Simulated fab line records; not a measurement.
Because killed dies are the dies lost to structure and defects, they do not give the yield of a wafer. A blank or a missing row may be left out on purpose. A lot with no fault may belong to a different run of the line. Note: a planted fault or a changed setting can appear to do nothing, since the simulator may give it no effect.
Chamber matching + flow nand harc + NHARC_A_STAIRCASE_ETCHBACK_157 on rie diel-12 has 4 sister chambers
The step etches the open film in CH3F/O2, target depth 90 nm, time 167.14 s. 14 wafers are shown with their chamber, then 7 later ones without.

EACH WAFER AND ITS CHAMBER
| wafer  | chamber | drypump motor current A (A) | showerhead plenum p Torr (Torr) | rf vpp V (V) |
|--------|---------|-----------------------------|---------------------------------|--------------|
| L077.3 | 1       | 5.2                         | 2.57                            | 246.8        |
| L077.5 | 2       | 4.8                         | 2.29                            | 244.3        |
| L077.6 | 1       | 5.2                         | 2.57                            | 245.8        |
| L081.1 | 0       | 5.6                         | 2.64                            | 247.3        |
| L081.2 | 1       | 5.2                         | 2.57                            | 246.1        |
| L081.6 | 3       | 5.3                         | 2.64                            | 246.1        |
| L083.2 | 0       | 5.6                         | 2.64                            | 248.6        |
| L083.3 | 3       | 5.4                         | 2.64                            | 246.1        |
| L083.4 | 2       | 4.9                         | 2.28                            | 241.2        |
| L089.2 | 3       | 5.4                         | 2.63                            | 247.1        |
| L089.3 | 1       | 5.2                         | 2.56                            | 245.4        |
| L089.5 | 3       | 5.4                         | 2.63                            | 246.4        |
| L090.1 | 2       | 4.8                         | 2.66                            | 247.8        |
| L090.3 | 1       | 5.2                         | 2.56                            | 245.8        |

SIGNATURES, as means of the wafers listed above
| reading                  | chamber 0 | chamber 1 | chamber 2 | chamber 3 | scatter within a chamber |
|--------------------------|-----------|-----------|-----------|-----------|--------------------------|
| drypump motor current A  | 5.600     | 5.200     | 4.833     | 5.375     | 0.0376                   |
| showerhead plenum p Torr | 2.6400    | 2.5660    | 2.4100    | 2.6350    | 0.097                    |
| rf vpp V                 | 247.950   | 245.980   | 244.433   | 246.425   | 1.56                     |
Rule: distance of a wafer from a chamber = root of the sum over the readings of ((wafer's reading minus chamber's mean) / reading's scatter) squared. If the next closest chamber is less than 2 further off than the closest, the wafer can't be placed; otherwise it belongs to the closest. The scatter: the root of (the sum of the squares of (reading less its chamber's mean) over the shown wafers, divided by (wafers less chambers)).

WAFERS WITHOUT THEIR CHAMBER
| wafer  | drypump motor current A (A) | showerhead plenum p Torr (Torr) | rf vpp V (V) |
|--------|-----------------------------|---------------------------------|--------------|
| L090.5 | 5.2                         | 2.56                            | 247.6        |
| L096.1 | 5.2                         | 2.56                            | 245.4        |
| L096.2 | 5.6                         | 2.63                            | 245.4        |
| L096.3 | 5.4                         | 2.63                            | 245.6        |
| L097.2 | 5.4                         | 2.63                            | 245.8        |
| L097.3 | 5.2                         | 2.55                            | 245.9        |
| L097.5 | 4.9                         | 2.65                            | 246.2        |

WHICH CHAMBER EACH ONE RAN IN
| wafer  | from the rows above | in truth |
|--------|---------------------|----------|
| L090.5 | 1                   | 1        |
| L096.1 | 1                   | 1        |
| L096.2 | 0                   | 0        |
| L096.3 | 3                   | 3        |
| L097.2 | 3                   | 3        |
| L097.3 | 1                   | 1        |
| L097.5 | 2                   | 2        |
Placed correctly: 7 of 7. Number that these rows cannot place: 0. 0 placed wrongly.
